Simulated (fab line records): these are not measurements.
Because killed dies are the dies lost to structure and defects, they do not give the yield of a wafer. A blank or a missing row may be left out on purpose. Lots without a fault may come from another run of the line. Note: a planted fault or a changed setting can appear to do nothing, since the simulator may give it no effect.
fab line records + flow n5Finfet
record
- lots=4
- wafers=12
- lastDay=18
route steps=1938 shown MOL_CONTACT_COAG@551 BEOL_M4@1111 PASSIVATION@1936
lots that met no fault: from a run of the same line without faults
startH: hours from the record's first day to the start of the lot's first wafer shown + waitH: time in hours since the lot's previous step + " repeats the value in the row above + L1.1+2: one row covering several wafers at once + - either no value or no given start + * or withheld: withheld + < > ~ a bound
route shown NAME@n: NAME is a module with steps in the file, n the number in the route of the first one + usual: mean and standard deviation over wafers with no fault + same: alike in all rows + chamber/n: place in a boat + sites: the reading at each site + _std_site: the standard deviation of these + _edge_site: inner sites' mean taken away from outer sites' mean + radiusMm: how far each site lies from the wafer's centre + mask NAME#n: copy n + behind: tool/chamber where the wafer was last shaped + hold: reason for holding the lot/hours on hold/outcome of the hold + device: the transistor (n, p or np) that didn't switch + end of line: the route-end tests of the same wafers + step lacking rows: just its recipe + killed: count of dies lost to structure and defects at first sort (not the wafer's yield) + map: a wafer's dies, marking killed ones x, the rest . and places with no die _
set.NAME: the setting as run; set.NAME@STEP: as run at that earlier step + model.NAME: the simulator's own value behind a step, which no gauge read
certain route steps with their lots: each step a table, each wafer a row
services: when a tool's chamber went out of use (startH, in hours from the record's first day, below 0 if earlier), for how many hours, and the reason
## steps
# step N5_MOL_CONTACT_COAG_SPUTTER_130
# recipe
- material=Co
- targetThkA=475
- tempC=25
- chamberPressurePa=0.5
- powerW=3000
# step N5_MOL_CONTACT_COAG_PRECLEAN_125
# recipe
- chemistry=DIW
- timeS=57.5
- tempC=23
# step N5_MOL_CONTACT_COAG_SRD_126
# recipe
- dryTimeS=32
- dry=n2Spin
- spinRpm=1500
# step N5_MOL_CONTACT_COAG_CMP_23
# recipe
- stopOn=SiO2
- tOverpolishS=1.5
- postCmpClean=cuAlkaline
- downForcePsi=2
- platenRpm=50.289
- padVelocityMS=1.0006
- targetThkNm=0
# step N5_MOL_CONTACT_COAG_WET_ETCH_26
# recipe
- target=Co
- targetDepthNm=13
# step N5_MOL_CONTACT_COAG_WET_ETCH_116
# recipe
- chemistry=SC1-inhibited
- targetDepthNm=4.6
- dry=ipaMarangoni
- rinseTimeS=30
- rinseTempC=23
# step N5_MOL_CONTACT_COAG_ALD_27
# recipe
- material=SiOC
- targetThkA=170
- tempC=400
- aldPrecursorFamily=carbosiloxane
- aldCoReactant=H2-plasma
- pulseTimeS=1.5
- timeS=2720
- purgeTimeS=2
- coReactantPurgeTimeS=2
- aldCycles=340
- pressureTorr=2
# step N5_MOL_CONTACT_COAG_CMP_28
# recipe
- stopOn=SiNx
- tOverpolishS=0.85
- postCmpClean=alkalineBrush
- downForcePsi=4.15
- platenRpm=51.8
- padVelocityMS=1.0307
- targetThkNm=14.522
# step N5_MOL_CONTACT_COAG_ALD_123
# recipe
- material=SiNx
- targetThkA=50
- tempC=400
- aldPrecursorFamily=SiH2I2
- aldCoReactant=N2/H2-plasma
- pulseTimeS=1
- purgeTimeS=2
- coReactantPurgeTimeS=2
- aldCycles=100
- pressureTorr=2
# step N5_MOL_CONTACT_COAG_PECVD_31
# recipe
- material=SiO2
- targetThkA=460
- tempC=400
- precursor=TEOS/O2
- pressureTorr=6.5
- rfW=withheld
- teosFlowSccm=withheld
- gas=O2
- flowSccm=2650
- timeS=8.9
# usual
- susceptorTempC=399.98/0.23
| lot.wafer | tool     | chamber | startH | waitH | susceptorTempC | model.SiO2_of_MOL_CONTACT_COAG_PECVD_31.thkNm |
|-----------|----------|---------|--------|-------|----------------|-----------------------------------------------|
| L779.1    | pecvd-01 | 1       | 152.38 | 0.3   | 399.91         | 44.6                                          |
| L779.2    | "        | 2       | "      | "     | 400.08         | 45.4                                          |
| L779.5    | "        | 1       | "      | "     | 400.02         | 45.6                                          |
| L780.1    | pecvd-01 | 2       | 161.07 | 0.3   | 399.91         | 46.6                                          |
| L780.2    | "        | 1       | "      | "     | 393.19         | 47.8                                          |
| L780.4    | "        | 1       | "      | "     | 393.45         | 48.4                                          |
| L781.2    | pecvd-01 | 1       | 168.51 | 0.3   | 393.38         | 47                                            |
| L781.5    | "        | 2       | "      | "     | 399.85         | 46.2                                          |
| L781.6    | "        | 0       | "      | "     | 400.23         | 46.6                                          |
| L789.1    | pecvd-03 | 1       | 223.04 | 0.3   | 399.74         | 45.2                                          |
| L789.2    | "        | 0       | "      | "     | 399.97         | 44.6                                          |
| L789.4    | "        | 0       | "      | "     | 400.14         | 45.6                                          |
# step N5_MOL_CONTACT_COAG_COAT_75
# recipe
- resist=SOC
- tempC=250
- timeS=60
- spinRpm=1500
- resistThkNm=60
# step N5_MOL_CONTACT_COAG_COAT_76
# recipe
- resist=SiARC
- tempC=220
- timeS=60
- spinRpm=1500
- resistThkNm=10
# step N5_MOL_CONTACT_COAG_COAT_77
# recipe
- resist=underlayer
- tempC=205
- timeS=60
- spinRpm=1500
- resistThkNm=10
# step N5_MOL_CONTACT_COAG_COAT_78
# recipe
- resist=CAR-EUV
- spinRpm=1500
- resistThkNm=40
# step N5_MOL_CONTACT_COAG_EBR_80
# recipe
- solvent=PGMEA
- ebrWidthMm=1.5
# step N5_MOL_CONTACT_COAG_SOFTBAKE_79
# recipe
- tempC=110
- timeS=60
- resist=CAR-EUV
# step N5_MOL_CONTACT_COAG_EXPOSE_81
# recipe
- maskId=VG
- na=0.33
- sourceShape=annular
- sigmaInner=0.3
- sigmaOuter=0.7
- polarization=unpolarized
- defocusNm=0
- doseMj=59.5
# step N5_MOL_CONTACT_COAG_PEB_82
# recipe
- pebTempC=100
- pebTimeS=60
- resist=CAR-EUV
# step N5_MOL_CONTACT_COAG_DEVELOP_83
# recipe
- developTimeS=30
- developer=TMAH
- resist=CAR-EUV
- rinseLiquid=surfactantRinse
- dry=airSpin
- devTempC=23
# step N5_MOL_CONTACT_COAG_DESCUM_88
# recipe
- chemistry=O2
- timeS=7
- sourcePowerW=50
- biasPowerW=20
- pressureMtorr=20
- rfFrequencyHz=2.712e+07
- tempC=40
- resist=CAR-EUV
- o2FlowSccm=225
# step N5_MOL_CONTACT_COAG_ETCH_89
# recipe
- chemistry=N2/H2
- target=underlayer
- targetDepthA=130
- maskMaterial=CAR-EUV
- timeS=10.4
- ionEnergyEv=200
- pressureMtorr=30
- sourceW=840
- biasW=150
- n2FlowSccm=200
- h2FlowSccm=200
- ends=cleared
# step N5_MOL_CONTACT_COAG_ETCH_90
# recipe
- chemistry=CF4
- target=SiARC
- targetDepthA=130
- maskMaterial=CAR-EUV
- timeS=21.7
- ionEnergyEv=80
- pressureMtorr=40
- sourceW=545
- biasW=36
- Ar_flow_sccm=100
- cf4FlowSccm=100
- ends=cleared
# step N5_MOL_CONTACT_COAG_ALD_131
# recipe
- material=SiO2
- targetThkA=50
- tempC=100
- aldPrecursorFamily=BDEAS
- aldCoReactant=O2-plasma
- pulseTimeS=1
- coReactantPulseTimeS=1
- purgeTimeS=2
- coReactantPurgeTimeS=2
- aldCycles=35
- pressureTorr=2
# step N5_MOL_CONTACT_COAG_ETCHBACK_132
# recipe
- chemistry=CHF3
- target=SiO2
- targetDepthA=100
- timeS=6.7
- ionEnergyEv=200
- pressureMtorr=30
- sourceW=610
- biasW=170
- Ar_flow_sccm=200
- CHF3_flow_sccm=50
# step N5_MOL_CONTACT_COAG_ETCH_91
# recipe
- chemistry=N2/H2
- target=SOC
- targetDepthA=600
- overetchA=210
- maskMaterial=SiARC
- tempC=40
- timeS=101.2
- ionEnergyEv=200
- pressureMtorr=30
- sourceW=840
- biasW=150
- n2FlowSccm=200
- h2FlowSccm=200
# step N5_MOL_CONTACT_COAG_STRIP_92
# recipe
- chemistry=N2/H2
- tempC=40
- n2FlowSccm=200
- h2FlowSccm=200
- rfFrequencyHz=6e+07
# step N5_MOL_CONTACT_COAG_STRIP_93
# recipe
- chemistry=N2/H2
- tempC=40
- n2FlowSccm=200
- h2FlowSccm=200
- rfFrequencyHz=6e+07
# step N5_MOL_CONTACT_COAG_ETCHBACK_135
# recipe
- chemistry=CHF3
- target=SiO2
- targetDepthA=250
- timeS=16.7
- ionEnergyEv=200
- pressureMtorr=30
- sourceW=610
- biasW=170
- Ar_flow_sccm=200
- CHF3_flow_sccm=50
# step N5_MOL_CONTACT_COAG_STRIP_118
# recipe
- chemistry=CHF3
- resist=SiARC
- rfFrequencyHz=6e+07
# step N5_MOL_CONTACT_COAG_VIA_ETCH_46
# recipe
- chemistry=C4F6/O2
- targetDepthA=460
- overetchA=92
- maskMaterial=SOC
- target=SiO2
- biasW=455
- pressureMtorr=10
- timeS=40
- sourceW=325
- Ar_flow_sccm=300
- C4F6_flow_sccm=10
- O2_flow_sccm=10
- ionEnergyEv=575.3
- ends=endPoint
# usual
- O2_flow_sccm=10.00/0.031
- biasW=455.0/1.4
- drypumpMotorCurrentA=5.8/0.43
- oes_o_777_au=0.81/0.083
- oesProductAu=0.73/0.073
- rfVppV=1595/31
- showerheadPlenumPTorr=2.86/0.093
- throttleValvePct=40.66/0.28
| lot.wafer | tool       | chamber | startH | waitH | O2_flow_sccm | biasW | drypumpMotorCurrentA | oes_o_777_au | oesProductAu | rfHoursCounterH | rfVppV | showerheadPlenumPTorr | throttleValvePct | model.etch.depthNm |
|-----------|------------|---------|--------|-------|--------------|-------|----------------------|--------------|--------------|-----------------|--------|-----------------------|------------------|--------------------|
| L779.1    | rieDiel-02 | 1       | 153.51 | 0.0   | 10.03        | 454.7 | 5.3                  | 0.87         | 0.77         | 46              | 1584   | 2.87                  | 40.21            | 44.62              |
| L779.2    | "          | 2       | "      | "     | 9.99         | 454.4 | 6.2                  | 0.85         | 0.73         | 70              | 1543   | 2.97                  | 40.39            | 45.37              |
| L779.5    | "          | 1       | "      | "     | 10.04        | 453.6 | 5.2                  | 0.87         | 0.78         | -               | 1584   | 2.87                  | 40.20            | 45.59              |
| L780.1    | rieDiel-02 | 3       | 162.37 | 0.0   | 9.99         | 457.2 | 5.7                  | 0.89         | 0.83         | 10              | 1641   | 2.90                  | 40.75            | 46.7               |
| L780.2    | "          | 0       | "      | "     | 9.98         | 454.2 | 5.8                  | 0.72         | 0.67         | 184             | 1634   | 2.71                  | 40.62            | 47.86              |
| L780.4    | "          | 2       | "      | "     | 10.02        | 452.7 | 6.2                  | 0.86         | 0.76         | 73              | 1543   | 2.97                  | 40.42            | 48.5               |
| L781.2    | rieDiel-02 | 1       | 170.15 | 0.0   | 10.03        | 454.8 | 5.3                  | 0.87         | 0.78         | 52              | 1585   | 2.87                  | 40.24            | 46.91              |
| L781.5    | "          | 1       | "      | "     | 10.02        | 451.9 | 5.3                  | 0.86         | 0.78         | -               | 1586   | 2.87                  | 40.23            | 46.27              |
| L781.6    | "          | 0       | "      | "     | 10.05        | 453.7 | 5.8                  | 0.73         | 0.67         | -               | 1634   | 2.71                  | 40.62            | 46.52              |
| L789.1    | rieDiel-02 | 0       | 223.97 | 0.0   | 10.02        | 457.5 | 5.8                  | 0.71         | 0.64         | 207             | 1632   | 2.70                  | 40.61            | 45.2               |
| L789.2    | "          | 2       | "      | "     | 9.97         | 452.0 | 6.2                  | 0.83         | 0.70         | 94              | 1542   | 2.95                  | 40.39            | 44.61              |
| L789.4    | "          | 3       | "      | "     | 10.00        | 457.2 | 5.7                  | 0.85         | 0.78         | 31              | 1640   | 2.89                  | 40.75            | 45.66              |
# step N5_MOL_CONTACT_COAG_STRIP_96
# recipe
- chemistry=N2/H2
- powerW=500
- tempC=40
- pressureMtorr=50
- rfFrequencyHz=6e+07
- overashFraction=0.3
- biasPowerW=28
- h2Frac=0.5
- n2FlowSccm=300
- h2FlowSccm=300
# step N5_MOL_CONTACT_COAG_ETCH_47
# recipe
- chemistry=CH3F/O2
- target=SiNx
- targetDepthA=270
- maskMaterial=SiO2
- stopOn=W
- overEtchFrac=0.2
- ionEnergyEv=120
- endpoint=OES-CN
- pressureMtorr=30
- sourceW=395
- biasW=73
- Ar_flow_sccm=150
- CH3F_flow_sccm=30
- O2_flow_sccm=20
- ends=endPoint
# step N5_MOL_CONTACT_COAG_STRIP_119
# recipe
- chemistry=N2/H2
- timeS=30
- powerW=1000
- tempC=250
- pressureMtorr=withheld
- n2FlowSccm=1750
- h2FlowSccm=3250
# step N5_MOL_CONTACT_COAG_PRECLEAN_144
# recipe
- chemistry=alkalineClean
- tempC=60
- timeS=60
- doPpb=50
# step N5_MOL_CONTACT_COAG_SRD_145
# recipe
- dry=ipaMarangoni
- timeS=30
- tempC=23
- rinseLiquid=diw
# step N5_MOL_CONTACT_COAG_CMP_52
# recipe
- stopOn=SiO2
- tOverpolishS=1.5
- postCmpClean=wDiluteNh4oh
- downForcePsi=4
- platenRpm=50.289
- padVelocityMS=1.0006
- targetThkNm=66.5
# usual
- motorCurrentA=12.3/1.2
- overpolishRunS=1.500/0.0096
- timeToEndpointS=13.2/2.6
| lot.wafer | tool   | chamber | startH | waitH | motorCurrentA | overpolishRunS | timeToEndpointS | model.SiO2_of_MOL_CONTACT_COAG_PECVD_31.thkNm |
|-----------|--------|---------|--------|-------|---------------|----------------|-----------------|-----------------------------------------------|
| L779.1    | cmp-03 | 1       | 156.27 | 0.1   | 10.5          | 1.492          | 14.5            | 42.6                                          |
| L779.2    | "      | 3       | "      | "     | 13.0          | 1.490          | 12.4            | 43.4                                          |
| L779.5    | "      | 0       | "      | "     | 12.7          | 1.502          | 17.3            | 43.6                                          |
| L780.1    | cmp-01 | 1       | 165.55 | 0.2   | 11.3          | 1.492          | 15.3            | 44.6                                          |
| L780.4    | "      | 2       | "      | "     | 13.0          | 1.496          | 10.0            | 46.4                                          |
| L780.2    | "      | 3       | "      | "     | 13.6          | 1.497          | 13.4            | 45.8                                          |
| L781.2    | cmp-04 | 0       | 172.69 | 0.1   | 11.2          | 1.506          | 13.7            | 44.8                                          |
| L781.5    | "      | 2       | "      | "     | 12.8          | 1.497          | 13.0            | 44.2                                          |
| L781.6    | "      | 3       | "      | "     | 11.9          | 1.489          | 14.6            | 44.4                                          |
| L789.1    | cmp-03 | 3       | 226.20 | 0.0   | 13.1          | 1.508          | 11.6            | 43.2                                          |
| L789.2    | "      | 0       | "      | "     | 12.3          | 1.498          | 18.3            | 42.6                                          |
| L789.4    | "      | 2       | "      | "     | 14.4          | 1.511          | 13.1            | 43.6                                          |
# step N5_MOL_CONTACT_COAG_THK_MEAS_53
# recipe
- reads=SiO2_of_MOL_CONTACT_COAG_PECVD_31
# usual
- VIA_MOL_THK=43.8/0.73
| lot.wafer | tool         | chamber | startH | waitH | VIA_MOL_THK[nm] |
|-----------|--------------|---------|--------|-------|-----------------|
| L779.1    | filmMetro-02 | -       | 156.52 | -     | 42.6            |
| L779.2    | "            | -       | "      | "     | 43.4            |
| L779.5    | "            | -       | "      | "     | 43.5            |
| L780.1    | filmMetro-02 | -       | 165.81 | -     | 44.6            |
| L780.2    | "            | -       | "      | "     | 45.8            |
| L780.4    | "            | -       | "      | "     | 46.5            |
| L781.2    | filmMetro-01 | -       | 172.91 | -     | 44.9            |
| L781.5    | "            | -       | "      | "     | 44.2            |
| L781.6    | "            | -       | "      | "     | 44.4            |
| L789.1    | filmMetro-01 | -       | 226.49 | -     | 43.1            |
| L789.2    | "            | -       | "      | "     | 42.6            |
| L789.4    | "            | -       | "      | "     | 43.6            |
# step N5_BEOL_M4_RC_MEAS_101
# usual
- DIBL_N=36.2/1.6
- DIBL_P=36.5/1.9
- IOFF_N=0.158/0.027
- IOFF_P=0.21/0.038
- ION_N=675/12
- ION_P=464/8.9
- SS_N=71.5/0.61
- SS_P=73.4/0.59
- VT_N=250.4/3
- VT_P=-250/3.6
| lot.wafer | tool      | chamber | startH | waitH | DIBL_N[mV/V] | DIBL_P[mV/V] | IOFF_N[nA/um] | IOFF_P[nA/um] | ION_N[uA/um] | ION_P[uA/um] | SS_N[mV/dec] | SS_P[mV/dec] | VT_N[mV] | VT_P[mV] |
|-----------|-----------|---------|--------|-------|--------------|--------------|---------------|---------------|--------------|--------------|--------------|--------------|----------|----------|
| L779.1    | prober-01 | 0       | 217.14 | 0.0   | 35.5         | 36.4         | 0.158         | 0.21          | 680          | 466          | 71.2         | 73.9         | 246.9    | -249     |
| L779.2    | "         | 0       | "      | "     | 35.6         | 35.0         | 0.150         | 0.19          | 670          | 462          | 71.5         | 73.3         | 250.5    | -250     |
| L779.5    | "         | 0       | "      | "     | 34.7         | 35.9         | 0.143         | 0.20          | 681          | 469          | 71.5         | 73.5         | 249.4    | -252     |
| L780.1    | prober-01 | 0       | 227.46 | 0.0   | 36.1         | 36.1         | 0.162         | 0.20          | 683          | 463          | 71.3         | 73.5         | 247.1    | -251     |
| L780.2    | "         | 0       | "      | "     | 36.6         | 36.7         | 0.168         | 0.20          | 682          | 462          | 71.3         | 73.3         | 247.3    | -246     |
| L780.4    | "         | 0       | "      | "     | 37.8         | 39.3         | 0.206         | 0.26          | 706          | 486          | 71.6         | 74.4         | 245.4    | -246     |
| L781.2    | prober-02 | 0       | 251.92 | 0.2   | 37.5         | 36.8         | 0.179         | 0.19          | 681          | 457          | 71.9         | 73.6         | 247.8    | -254     |
| L781.5    | "         | 0       | "      | "     | 36.1         | 36.3         | 0.158         | 0.19          | 672          | 458          | 71.3         | 73.7         | 247.3    | -254     |
| L781.6    | "         | 0       | "      | "     | 38.3         | 38.2         | 0.206         | 0.22          | 679          | 458          | 71.7         | 73.7         | 246.7    | -253     |
| L789.1    | prober-02 | 0       | 307.55 | 0.0   | 37.6         | 35.6         | 0.169         | 0.23          | 663          | 456          | 72.5         | 73.1         | 251.5    | -248     |
| L789.2    | "         | 0       | "      | "     | 36.5         | 35.5         | 0.159         | 0.23          | 674          | 470          | 72.1         | 73.5         | 249.0    | -246     |
| L789.4    | "         | 0       | "      | "     | 37.8         | 36.5         | 0.174         | 0.24          | 675          | 461          | 72.2         | 73.8         | 248.9    | -249     |
# step N5_PASSIVATION_PROBE_49
# usual
- defectLimitedYield=91.3/1.7
- killed_at_M0_to_M3=33/11
- killed_at_M4_up=14/5.5
- killedAtContacts=13/6.5
- killedAtFrontEnd=39/13
- killedAtOther=3.4/2.9
- killedDies=103/20
- killedOnRim=14/4.3
- killedOpen=69/15
- killedShort=32/8.1
- sort_bin_5_function=5.1/1.1
- sort_bin_6_memory=3.3/0.74
- sortNPass=1077/20
- sortYieldPct=91.3/1.7
# same
- grossDies=1180
- killedAtBackSide=0
- sort_bin_4_leakage[%]=0
- sort_bin_8_speed[%]=0
| lot.wafer | tool      | chamber | startH | waitH | defectLimitedYield[%] | killed_at_M0_to_M3 | killed_at_M4_up | killedAtContacts | killedAtFrontEnd | killedAtOther | killedDies | killedOnRim | killedOpen | killedShort | sort_bin_5_function[%] | sort_bin_6_memory[%] | sortNPass | sortYieldPct[%] |
|-----------|-----------|---------|--------|-------|-----------------------|--------------------|-----------------|------------------|------------------|---------------|------------|-------------|------------|-------------|------------------------|----------------------|-----------|-----------------|
| L781.2    | prober-02 | -       | 362.79 | 0.1   | 91.9                  | 32                 | 14              | 12               | 36               | 1             | 95         | 13          | 70         | 24          | 4.7                    | 3.1                  | 1085      | 91.9            |
| L781.5    | prober-02 | -       | 362.94 | 0.2   | 89.5                  | 55                 | 28              | 9                | 29               | 3             | 124        | 17          | 87         | 36          | 6.2                    | 3.9                  | 1056      | 89.5            |
| L781.6    | prober-02 | -       | 362.99 | 0.3   | 91.0                  | 49                 | 5               | 31               | 19               | 2             | 106        | 18          | 65         | 41          | 4.7                    | 3.8                  | 1074      | 91.0            |
# killed by level:class
L781.2 FIN_SAQP:geometricParticle:open=15 MOL_CONTACT_COAG:geometricParticle:open=11 BEOL_M0_SAQP:geometricParticle:open=8 BEOL_M1:geometricParticle:open=7 FIN_SAQP:geometricParticle:short=5 BEOL_M0_SAQP:geometricParticle:short=5 BEOL_M3:geometricParticle:open=5 DUMMY_GATE:geometricParticle:open=4
L781.5 BEOL_M1:geometricParticle:open=15 FIN_SAQP:geometricParticle:open=12 BEOL_M0_SAQP:geometricParticle:open=12 BEOL_M4:geometricParticle:open=12 BEOL_M0_SAQP:geometricParticle:short=11 MOL_CONTACT_COAG:geometricParticle:open=9 FIN_SAQP:geometricParticle:short=4 BEOL_M0:geometricParticle:open=4
L781.6 MOL_CONTACT_COAG:geometricParticle:open=20 MOL_CONTACT_COAG:geometricParticle:short=11 BEOL_M2:geometricParticle:open=11 BEOL_M0_SAQP:geometricParticle:short=9 BEOL_M1:geometricParticle:open=9 BEOL_M0_SAQP:geometricParticle:open=8 BEOL_M1:geometricParticle:short=6 STI_FIN_REVEAL:geometricParticle:open=5
## services
| tool     | chamber | startH | hours | kind          |
|----------|---------|--------|-------|---------------|
| cmp-01   | -       | 139.82 | 0.6   | repair        |
| cmp-01   | -       | 150.76 | 0.7   | repair        |
| cmp-04   | -       | 160.14 | 5.4   | pm            |
| pecvd-03 | 1       | 161.29 | 2.1   | scheduledDown |
| pecvd-01 | 0       | 163.00 | 2.1   | scheduledDown |
| cmp-01   | -       | 174.40 | 0.5   | repair        |
| cmp-01   | -       | 194.96 | 4.0   | pm            |
| cmp-03   | -       | 218.16 | 5.0   | pm            |
## key
firstSign
- step=N5_MOL_CONTACT_COAG_PECVD_31
- reading=susceptorTempC
- direction=down
- sigmas=28
- usual=*
- struck=*
effect
- step=N5_MOL_CONTACT_COAG_THK_MEAS_53
- reading=VIA_MOL_THK
- direction=up
- sigmas=2.7
- usual=43.8
- struck=45.7
modelEffect
- step=N5_MOL_CONTACT_COAG_PECVD_31
- value=SiO2_of_MOL_CONTACT_COAG_PECVD_31.thkNm
- without=45.93
- struck=47.73
modelEffect
- step=N5_MOL_CONTACT_COAG_VIA_ETCH_46
- value=etch.depthNm
- without=45.97
- struck=47.76
modelEffect
- step=N5_MOL_CONTACT_COAG_CMP_52
- value=SiO2_of_MOL_CONTACT_COAG_PECVD_31.thkNm
- without=43.87
- struck=45.67
metAt N5_MOL_CONTACT_COAG_PECVD_31
struckWafers L780.2,L780.4,L781.2
onsetBetween 152.38 161.07
fault
- kind=processParameterDrift
- tool=pecvd-01
- chamber=1
- onsetH=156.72
- steps=N5_MOL_CONTACT_COAG_PECVD_31
- channel=tempC
- offset=*
- shape=step
- endH=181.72
- actsIn=*
- stated=*
